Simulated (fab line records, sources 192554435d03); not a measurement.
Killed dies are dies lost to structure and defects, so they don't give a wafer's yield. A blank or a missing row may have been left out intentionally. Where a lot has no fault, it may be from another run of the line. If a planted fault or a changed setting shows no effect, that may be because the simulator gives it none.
fab line records :: flow n5Finfet :: part 2 of 2: steps 24 to 31 of 31
record:
  lots: 5
  wafers: 15
  lastDay: 18
route steps=1938 shown HKMG_FIN@404
lots that met no fault: taken from a fault-free run of the same line
startH: hours from the record's opening day to when the first of the lot's shown wafers began :: waitH: hours since the lot's step before :: " identical to the entry in the row above :: L1.1+2: several wafers, shown together as one row :: - no value present, or no start provided :: * or withheld: withheld :: < > ~ a bound
route shown NAME@n: a module of which the file shows steps, and the number in the route of the first :: usual: mean/standard deviation of fault-free wafers :: same: alike in all rows :: chamber/n: place in a boat :: sites: readings site by site :: _std_site: standard deviation across them :: _edge_site: mean of outer sites minus mean of inner sites :: radiusMm: for every site, how far away it sits from the centre of the wafer :: mask NAME#n: copy n :: behind: the most recent tool/chamber to have shaped the wafer :: hold: cause of the lot's hold/its duration in hours/its outcome :: device: the transistor (n, p or np) that didn't switch :: end of line: the same wafers' tests at the end of the route :: a step without rows: its recipe alone :: killed: dies lost to structure and defects at the first sort, not the wafer's yield :: map: the dies of a wafer, with x for killed, . for not killed, _ for no die there
set.NAME: the setting the step ran with; set.NAME@STEP: the setting that earlier step ran with :: model.NAME: the simulator's own value behind a step, which no gauge read
a table for each step, a row for each wafer; lots at some steps of the route
services: when a tool's chamber went out of use (startH, in hours from the record's first day, below 0 if earlier), for how many hours, and the reason
== steps ==
step: N5_HKMG_FIN_EXPOSE_09
recipe:
  maskId: NWFM
  na: 1.35
  sourceShape: conventional
  sigmaOuter: 0.8
  polarization: unpolarized
  doseMj: 39.25
usual:
  stageVelMmS: 499.94/0.25
same:
  na: 1.35
lot.wafer: L078.1
tool: arfiScanner-02
chamber: 0
startH: 100.47
waitH: -
mask: NWFM#0
stageVelMmS: 499.92

lot.wafer: L078.3
tool: arfiScanner-02
chamber: 0
startH: 100.47
waitH: -
mask: NWFM#0
stageVelMmS: 500.19

lot.wafer: L078.4
tool: arfiScanner-02
chamber: 0
startH: 100.47
waitH: -
mask: NWFM#0
stageVelMmS: 499.81

lot.wafer: L082.3
tool: arfiScanner-02
chamber: 0
startH: 125.26
waitH: -
mask: NWFM#0
stageVelMmS: 499.87

lot.wafer: L082.4
tool: arfiScanner-02
chamber: 0
startH: 125.26
waitH: -
mask: NWFM#0
stageVelMmS: 499.79

lot.wafer: L082.5
tool: arfiScanner-02
chamber: 0
startH: 125.26
waitH: -
mask: NWFM#0
stageVelMmS: 500.06

lot.wafer: L089.3
tool: arfiScanner-01
chamber: 0
startH: 164.77
waitH: -
mask: NWFM#0
stageVelMmS: 499.86

lot.wafer: L089.4
tool: arfiScanner-01
chamber: 0
startH: 164.77
waitH: -
mask: NWFM#0
stageVelMmS: 499.67

lot.wafer: L089.6
tool: arfiScanner-01
chamber: 0
startH: 164.77
waitH: -
mask: NWFM#0
stageVelMmS: 499.63

lot.wafer: L092.2
tool: arfiScanner-03
chamber: 0
startH: 180.86
waitH: -
mask: NWFM#0
stageVelMmS: 500.11

lot.wafer: L092.4
tool: arfiScanner-03
chamber: 0
startH: 180.86
waitH: -
mask: NWFM#0
stageVelMmS: 499.81

lot.wafer: L092.6
tool: arfiScanner-03
chamber: 0
startH: 180.86
waitH: -
mask: NWFM#0
stageVelMmS: 500.04

lot.wafer: L096.4
tool: arfiScanner-01
chamber: 0
startH: 204.44
waitH: -
mask: NWFM#0
stageVelMmS: 499.61

lot.wafer: L096.5
tool: arfiScanner-01
chamber: 0
startH: 204.44
waitH: -
mask: NWFM#0
stageVelMmS: 499.47

lot.wafer: L096.6
tool: arfiScanner-01
chamber: 0
startH: 204.44
waitH: -
mask: NWFM#0
stageVelMmS: 499.79
step: N5_HKMG_FIN_PEB_10
recipe:
  pebTempC: withheld
  pebTimeS: 60
  resist: CAR-ArF
lot.wafer: L078.1+3+4
tool: lithoTrack-04
chamber: 0
startH: 100.52
waitH: 0.1

lot.wafer: L082.3+4+5
tool: lithoTrack-01
chamber: 0
startH: 125.31
waitH: 0.0

lot.wafer: L089.3+4+6
tool: lithoTrack-04
chamber: 0
startH: 164.82
waitH: 0.0

lot.wafer: L092.2+4+6
tool: lithoTrack-05
chamber: 0
startH: 180.91
waitH: 0.0

lot.wafer: L096.4+5+6
tool: lithoTrack-01
chamber: 0
startH: 204.49
waitH: 0.0
step: N5_HKMG_FIN_DEVELOP_11
recipe:
  developTimeS: 30
  developer: TMAH
  resist: CAR-ArF
  devTempC: 23
  rinseLiquid: diw
  dry: airSpin
lot.wafer: L078.1+3+4
tool: lithoTrack-04
chamber: 0
startH: -
waitH: -

lot.wafer: L082.3+4+5
tool: lithoTrack-01
chamber: 0
startH: -
waitH: -

lot.wafer: L089.3+4+6
tool: lithoTrack-04
chamber: 0
startH: -
waitH: -

lot.wafer: L092.2+4+6
tool: lithoTrack-05
chamber: 0
startH: -
waitH: -

lot.wafer: L096.4+5+6
tool: lithoTrack-01
chamber: 0
startH: -
waitH: -
step: N5_HKMG_FIN_CD_MEAS_12
recipe:
  targetCdNm: 92.8
  landingEnergyEv: 500
  detector: seInlens
usual:
  cdNm: 93.0/0.52
lot.wafer: L078.1
tool: cdSem-01
chamber: 0
startH: 100.59
waitH: -
cdNm: 92.4

lot.wafer: L078.3
tool: cdSem-01
chamber: 0
startH: 100.59
waitH: -
cdNm: 92.6

lot.wafer: L078.4
tool: cdSem-01
chamber: 0
startH: 100.59
waitH: -
cdNm: 93.0

lot.wafer: L082.3
tool: cdSem-03
chamber: 0
startH: 125.38
waitH: -
cdNm: 93.2

lot.wafer: L082.4
tool: cdSem-03
chamber: 0
startH: 125.38
waitH: -
cdNm: 93.7

lot.wafer: L082.5
tool: cdSem-03
chamber: 0
startH: 125.38
waitH: -
cdNm: 93.5

lot.wafer: L089.3
tool: cdSem-03
chamber: 0
startH: 164.89
waitH: -
cdNm: 93.6

lot.wafer: L089.4
tool: cdSem-03
chamber: 0
startH: 164.89
waitH: -
cdNm: 93.1

lot.wafer: L089.6
tool: cdSem-03
chamber: 0
startH: 164.89
waitH: -
cdNm: 93.7

lot.wafer: L092.2
tool: cdSem-03
chamber: 0
startH: 180.98
waitH: -
cdNm: 93.2

lot.wafer: L092.4
tool: cdSem-03
chamber: 0
startH: 180.98
waitH: -
cdNm: 92.7

lot.wafer: L092.6
tool: cdSem-03
chamber: 0
startH: 180.98
waitH: -
cdNm: 93.1

lot.wafer: L096.4
tool: cdSem-03
chamber: 0
startH: 204.56
waitH: -
cdNm: 92.7

lot.wafer: L096.5
tool: cdSem-03
chamber: 0
startH: 204.56
waitH: -
cdNm: 93.4

lot.wafer: L096.6
tool: cdSem-03
chamber: 0
startH: 204.56
waitH: -
cdNm: 93.1
step: N5_HKMG_FIN_OVL_MEAS_13
recipe:
  pointsPerWafer: 44
usual:
  NWFM_OVL: -0.3/0.87
lot.wafer: L078.1
tool: overlay-01
chamber: 0
startH: 100.62
waitH: 0.0
NWFM_OVL[nm]: 0.7

lot.wafer: L078.3
tool: overlay-01
chamber: 0
startH: 100.62
waitH: 0.0
NWFM_OVL[nm]: -0.3

lot.wafer: L078.4
tool: overlay-01
chamber: 0
startH: 100.62
waitH: 0.0
NWFM_OVL[nm]: -0.5

lot.wafer: L082.3
tool: overlay-02
chamber: 0
startH: 125.40
waitH: 0.0
NWFM_OVL[nm]: -1.3

lot.wafer: L082.4
tool: overlay-02
chamber: 0
startH: 125.40
waitH: 0.0
NWFM_OVL[nm]: -1.1

lot.wafer: L082.5
tool: overlay-02
chamber: 0
startH: 125.40
waitH: 0.0
NWFM_OVL[nm]: -1.9

lot.wafer: L089.3
tool: overlay-02
chamber: 0
startH: 164.91
waitH: 0.0
NWFM_OVL[nm]: 0.7

lot.wafer: L089.4
tool: overlay-02
chamber: 0
startH: 164.91
waitH: 0.0
NWFM_OVL[nm]: -0.6

lot.wafer: L089.6
tool: overlay-02
chamber: 0
startH: 164.91
waitH: 0.0
NWFM_OVL[nm]: -0.1

lot.wafer: L092.2
tool: overlay-02
chamber: 0
startH: 181.01
waitH: 0.0
NWFM_OVL[nm]: 0.8

lot.wafer: L092.4
tool: overlay-02
chamber: 0
startH: 181.01
waitH: 0.0
NWFM_OVL[nm]: 0.3

lot.wafer: L092.6
tool: overlay-02
chamber: 0
startH: 181.01
waitH: 0.0
NWFM_OVL[nm]: 0.7

lot.wafer: L096.4
tool: overlay-01
chamber: 0
startH: 204.58
waitH: 0.0
NWFM_OVL[nm]: 0.6

lot.wafer: L096.5
tool: overlay-01
chamber: 0
startH: 204.58
waitH: 0.0
NWFM_OVL[nm]: -0.6

lot.wafer: L096.6
tool: overlay-01
chamber: 0
startH: 204.58
waitH: 0.0
NWFM_OVL[nm]: -0.6
step: N5_HKMG_FIN_INSPECT_14
recipe:
  mode: adi
  inspectInstrument: macro
usual:
  rawDefectCount: 2.1/1.4
lot.wafer: L078.1
tool: defectInspect-01
chamber: -
startH: 100.64
waitH: 0.0
rawDefectCount: 3

lot.wafer: L078.3
tool: defectInspect-01
chamber: -
startH: 100.64
waitH: 0.0
rawDefectCount: 3

lot.wafer: L078.4
tool: defectInspect-01
chamber: -
startH: 100.64
waitH: 0.0
rawDefectCount: 5

lot.wafer: L082.3
tool: defectInspect-02
chamber: -
startH: 125.43
waitH: 0.0
rawDefectCount: 1

lot.wafer: L082.4
tool: defectInspect-02
chamber: -
startH: 125.43
waitH: 0.0
rawDefectCount: 3

lot.wafer: L082.5
tool: defectInspect-02
chamber: -
startH: 125.43
waitH: 0.0
rawDefectCount: 1

lot.wafer: L089.3
tool: defectInspect-01
chamber: -
startH: 164.94
waitH: 0.0
rawDefectCount: 4

lot.wafer: L089.4
tool: defectInspect-01
chamber: -
startH: 164.94
waitH: 0.0
rawDefectCount: 4

lot.wafer: L089.6
tool: defectInspect-01
chamber: -
startH: 164.94
waitH: 0.0
rawDefectCount: 3

lot.wafer: L092.2
tool: defectInspect-01
chamber: -
startH: 181.03
waitH: 0.0
rawDefectCount: 2

lot.wafer: L092.4
tool: defectInspect-01
chamber: -
startH: 181.03
waitH: 0.0
rawDefectCount: 3

lot.wafer: L092.6
tool: defectInspect-01
chamber: -
startH: 181.03
waitH: 0.0
rawDefectCount: 3

lot.wafer: L096.4
tool: defectInspect-02
chamber: -
startH: 204.61
waitH: 0.0
rawDefectCount: 0

lot.wafer: L096.5
tool: defectInspect-02
chamber: -
startH: 204.61
waitH: 0.0
rawDefectCount: 1

lot.wafer: L096.6
tool: defectInspect-02
chamber: -
startH: 204.61
waitH: 0.0
rawDefectCount: 2
step: N5_HKMG_FIN_DESCUM_17
recipe:
  chemistry: O2
  timeS: 7.9
  sourcePowerW: 50
  biasPowerW: 20
  pressureMtorr: 20
  rfFrequencyHz: 2.712e+07
  tempC: 40
  resist: CAR-ArF
  o2FlowSccm: 225
usual:
  drypumpMotorCurrentA: 5.9/0.37
  oesProductAu: 0.80/0.084
  rfVppV: 243.5/1.7
  showerheadPlenumPTorr: 2.12/0.1
  throttleValvePct: 20.33/0.16
lot.wafer: L078.1
tool: rieDiel-02
chamber: 1
startH: 100.75
waitH: 0.1
drypumpMotorCurrentA: 5.5
oesProductAu: 0.84
rfHoursCounterH: 53
rfVppV: 244.4
showerheadPlenumPTorr: 2.21
throttleValvePct: 20.28

lot.wafer: L078.3
tool: rieDiel-02
chamber: 2
startH: 100.75
waitH: 0.1
drypumpMotorCurrentA: 6.4
oesProductAu: 0.68
rfHoursCounterH: 220
rfVppV: 242.3
showerheadPlenumPTorr: 2.06
throttleValvePct: 20.54

lot.wafer: L078.4
tool: rieDiel-02
chamber: 3
startH: 100.75
waitH: 0.1
drypumpMotorCurrentA: 5.9
oesProductAu: 0.74
rfHoursCounterH: 159
rfVppV: 245.4
showerheadPlenumPTorr: 2.18
throttleValvePct: 20.19

lot.wafer: L082.3
tool: rieDiel-04
chamber: 2
startH: 125.46
waitH: 0.0
drypumpMotorCurrentA: 6.1
oesProductAu: 0.89
rfHoursCounterH: 38
rfVppV: 241.9
showerheadPlenumPTorr: 2.03
throttleValvePct: 20.46

lot.wafer: L082.4
tool: rieDiel-04
chamber: 0
startH: 125.46
waitH: 0.0
drypumpMotorCurrentA: 6.4
oesProductAu: 0.92
rfHoursCounterH: 25
rfVppV: 245.7
showerheadPlenumPTorr: 2.24
throttleValvePct: 20.20

lot.wafer: L082.5
tool: rieDiel-04
chamber: 1
startH: 125.46
waitH: 0.0
drypumpMotorCurrentA: 6.1
oesProductAu: 0.75
rfHoursCounterH: -
rfVppV: 242.3
showerheadPlenumPTorr: 1.98
throttleValvePct: 20.21

lot.wafer: L089.3
tool: rieDiel-02
chamber: 2
startH: 165.20
waitH: 0.3
drypumpMotorCurrentA: 6.4
oesProductAu: 0.67
rfHoursCounterH: 240
rfVppV: 242.0
showerheadPlenumPTorr: 2.05
throttleValvePct: 20.57

lot.wafer: L089.4
tool: rieDiel-02
chamber: 0
startH: 165.20
waitH: 0.3
drypumpMotorCurrentA: 5.3
oesProductAu: 0.86
rfHoursCounterH: 33
rfVppV: 246.4
showerheadPlenumPTorr: 2.22
throttleValvePct: 20.14

lot.wafer: L089.6
tool: rieDiel-02
chamber: 0
startH: 165.20
waitH: 0.3
drypumpMotorCurrentA: 5.3
oesProductAu: 0.87
rfHoursCounterH: -
rfVppV: 244.9
showerheadPlenumPTorr: 2.22
throttleValvePct: 20.16

lot.wafer: L092.2
tool: rieDiel-05
chamber: 2
startH: 181.06
waitH: 0.0
drypumpMotorCurrentA: 5.8
oesProductAu: 0.91
rfHoursCounterH: 13
rfVppV: 245.9
showerheadPlenumPTorr: 2.23
throttleValvePct: 20.29

lot.wafer: L092.4
tool: rieDiel-05
chamber: 3
startH: 181.06
waitH: 0.0
drypumpMotorCurrentA: 6.3
oesProductAu: 0.70
rfHoursCounterH: 239
rfVppV: 245.2
showerheadPlenumPTorr: 2.15
throttleValvePct: 20.66

lot.wafer: L092.6
tool: rieDiel-05
chamber: 1
startH: 181.06
waitH: 0.0
drypumpMotorCurrentA: 5.4
oesProductAu: 0.76
rfHoursCounterH: -
rfVppV: 239.8
showerheadPlenumPTorr: 1.92
throttleValvePct: 20.50

lot.wafer: L096.4
tool: rieDiel-04
chamber: 3
startH: 204.65
waitH: 0.0
drypumpMotorCurrentA: 6.0
oesProductAu: 0.72
rfHoursCounterH: 208
rfVppV: 243.6
showerheadPlenumPTorr: 2.07
throttleValvePct: 20.37

lot.wafer: L096.5
tool: rieDiel-04
chamber: 2
startH: 204.65
waitH: 0.0
drypumpMotorCurrentA: 6.1
oesProductAu: 0.85
rfHoursCounterH: -
rfVppV: 243.0
showerheadPlenumPTorr: 2.02
throttleValvePct: 20.52

lot.wafer: L096.6
tool: rieDiel-04
chamber: 3
startH: 204.65
waitH: 0.0
drypumpMotorCurrentA: 6.0
oesProductAu: 0.73
rfHoursCounterH: -
rfVppV: 243.7
showerheadPlenumPTorr: 2.07
throttleValvePct: 20.37
step: N5_HKMG_FIN_ETCH_31
recipe:
  chemistry: CF4
  target: SiARC
  targetDepthA: 455
  maskMaterial: CAR-ArF
  timeS: 75.8
  ionEnergyEv: 80
  pressureMtorr: 40
  sourceW: 545
  biasW: 36
  Ar_flow_sccm: 100
  cf4FlowSccm: 100
  ends: cleared
usual:
  drypumpMotorCurrentA: 5.9/0.37
  etchRfOnTimeS: 75.4/0.97
  oesProductAu: 0.68/0.071
  rfVppV: 184.3/1.4
  showerheadPlenumPTorr: 2.17/0.096
  throttleValvePct: 15.53/0.18
lot.wafer: L078.1
tool: rieDiel-02
chamber: 1
startH: 100.78
waitH: 0.0
drypumpMotorCurrentA: 5.4
etchRfOnTimeS: 76.8
oesProductAu: 0.72
rfHoursCounterH: 53
rfVppV: 186.2
showerheadPlenumPTorr: 2.27
throttleValvePct: 15.50

lot.wafer: L078.3
tool: rieDiel-02
chamber: 2
startH: 100.78
waitH: 0.0
drypumpMotorCurrentA: 6.4
etchRfOnTimeS: 76.1
oesProductAu: 0.59
rfHoursCounterH: 220
rfVppV: 184.8
showerheadPlenumPTorr: 2.11
throttleValvePct: 15.75

lot.wafer: L078.4
tool: rieDiel-02
chamber: 3
startH: 100.78
waitH: 0.0
drypumpMotorCurrentA: 5.9
etchRfOnTimeS: 77.6
oesProductAu: 0.64
rfHoursCounterH: 159
rfVppV: 185.4
showerheadPlenumPTorr: 2.22
throttleValvePct: 15.41

lot.wafer: L082.3
tool: rieDiel-04
chamber: 2
startH: 125.50
waitH: 0.0
drypumpMotorCurrentA: 6.1
etchRfOnTimeS: 74.8
oesProductAu: 0.76
rfHoursCounterH: 38
rfVppV: 182.4
showerheadPlenumPTorr: 2.10
throttleValvePct: 15.68

lot.wafer: L082.4
tool: rieDiel-04
chamber: 0
startH: 125.50
waitH: 0.0
drypumpMotorCurrentA: 6.4
etchRfOnTimeS: 74.2
oesProductAu: 0.80
rfHoursCounterH: 25
rfVppV: 185.8
showerheadPlenumPTorr: 2.28
throttleValvePct: 15.30

lot.wafer: L082.5
tool: rieDiel-04
chamber: 1
startH: 125.50
waitH: 0.0
drypumpMotorCurrentA: 6.1
etchRfOnTimeS: 75.6
oesProductAu: 0.63
rfHoursCounterH: -
rfVppV: 183.2
showerheadPlenumPTorr: 2.04
throttleValvePct: 15.50

lot.wafer: L089.3
tool: rieDiel-02
chamber: 2
startH: 165.23
waitH: 0.0
drypumpMotorCurrentA: 6.4
etchRfOnTimeS: 76.2
oesProductAu: 0.58
rfHoursCounterH: 240
rfVppV: 183.8
showerheadPlenumPTorr: 2.11
throttleValvePct: 15.81

lot.wafer: L089.4
tool: rieDiel-02
chamber: 0
startH: 165.23
waitH: 0.0
drypumpMotorCurrentA: 5.3
etchRfOnTimeS: 74.0
oesProductAu: 0.74
rfHoursCounterH: 33
rfVppV: 186.6
showerheadPlenumPTorr: 2.26
throttleValvePct: 15.25

lot.wafer: L089.6
tool: rieDiel-02
chamber: 0
startH: 165.23
waitH: 0.0
drypumpMotorCurrentA: 5.3
etchRfOnTimeS: 74.6
oesProductAu: 0.74
rfHoursCounterH: -
rfVppV: 183.9
showerheadPlenumPTorr: 2.26
throttleValvePct: 15.26

lot.wafer: L092.2
tool: rieDiel-05
chamber: 2
startH: 181.10
waitH: 0.0
drypumpMotorCurrentA: 5.8
etchRfOnTimeS: 74.7
oesProductAu: 0.79
rfHoursCounterH: 13
rfVppV: 185.5
showerheadPlenumPTorr: 2.28
throttleValvePct: 15.44

lot.wafer: L092.4
tool: rieDiel-05
chamber: 3
startH: 181.10
waitH: 0.0
drypumpMotorCurrentA: 6.3
etchRfOnTimeS: 76.1
oesProductAu: 0.60
rfHoursCounterH: 239
rfVppV: 183.1
showerheadPlenumPTorr: 2.20
throttleValvePct: 15.86

lot.wafer: L092.6
tool: rieDiel-05
chamber: 1
startH: 181.10
waitH: 0.0
drypumpMotorCurrentA: 5.4
etchRfOnTimeS: 76.0
oesProductAu: 0.65
rfHoursCounterH: -
rfVppV: 181.6
showerheadPlenumPTorr: 1.99
throttleValvePct: 15.76

lot.wafer: L096.4
tool: rieDiel-04
chamber: 3
startH: 204.69
waitH: 0.0
drypumpMotorCurrentA: 6.0
etchRfOnTimeS: 74.8
oesProductAu: 0.62
rfHoursCounterH: 208
rfVppV: 183.3
showerheadPlenumPTorr: 2.11
throttleValvePct: 15.56

lot.wafer: L096.5
tool: rieDiel-04
chamber: 2
startH: 204.69
waitH: 0.0
drypumpMotorCurrentA: 6.0
etchRfOnTimeS: 76.1
oesProductAu: 0.72
rfHoursCounterH: -
rfVppV: 183.8
showerheadPlenumPTorr: 2.09
throttleValvePct: 15.76

lot.wafer: L096.6
tool: rieDiel-04
chamber: 3
startH: 204.69
waitH: 0.0
drypumpMotorCurrentA: 6.0
etchRfOnTimeS: 74.7
oesProductAu: 0.62
rfHoursCounterH: -
rfVppV: 184.9
showerheadPlenumPTorr: 2.11
throttleValvePct: 15.56
== services ==
tool: arfiScanner-02
chamber: -
startH: 75.71
hours: 0.8
kind: pm

tool: arfiScanner-01
chamber: -
startH: 83.06
hours: 1.0
kind: pm

tool: rieDiel-02
chamber: -
startH: 85.35
hours: 0.4
kind: repair

tool: arfiScanner-03
chamber: -
startH: 87.10
hours: 1.0
kind: pm

tool: arfiScanner-03
chamber: -
startH: 89.95
hours: 4.9
kind: pm

tool: aldMetal-01
chamber: 3
startH: 91.81
hours: 9.8
kind: repair

tool: arfiScanner-01
chamber: -
startH: 92.21
hours: 0.4
kind: repair

tool: thermalCvdSi-01
chamber: -
startH: 92.24
hours: 1.0
kind: repair

tool: arfiScanner-02
chamber: -
startH: 93.85
hours: 3.9
kind: pm

tool: aldMetal-01
chamber: -
startH: 100.38
hours: 0.9
kind: repair

tool: arfiScanner-01
chamber: -
startH: 108.54
hours: 24.0
kind: pm

tool: rieDiel-02
chamber: 2
startH: 113.74
hours: 6.6
kind: repair

tool: thermalCvdSi-01
chamber: -
startH: 122.62
hours: 2.8
kind: pm

tool: aldMetal-01
chamber: -
startH: 131.81
hours: 8.7
kind: pm

tool: arfiScanner-02
chamber: -
startH: 143.00
hours: 1.3
kind: pm

tool: thermalCvdSi-02
chamber: 0
startH: 144.70
hours: 2.3
kind: repair

tool: arfiScanner-02
chamber: -
startH: 146.73
hours: 1.0
kind: pm

tool: arfiScanner-02
chamber: -
startH: 147.73
hours: 1.0
kind: pm

tool: arfiScanner-01
chamber: -
startH: 154.54
hours: 0.4
kind: repair

tool: thermalCvdSi-02
chamber: 1
startH: 156.55
hours: 9.5
kind: repair

tool: arfiScanner-01
chamber: -
startH: 162.62
hours: 0.8
kind: pm

tool: aldMetal-03
chamber: -
startH: 163.31
hours: 12.9
kind: repair

tool: arfiScanner-01
chamber: -
startH: 180.61
hours: 4.9
kind: pm

tool: arfiScanner-01
chamber: -
startH: 185.87
hours: 1.3
kind: pm
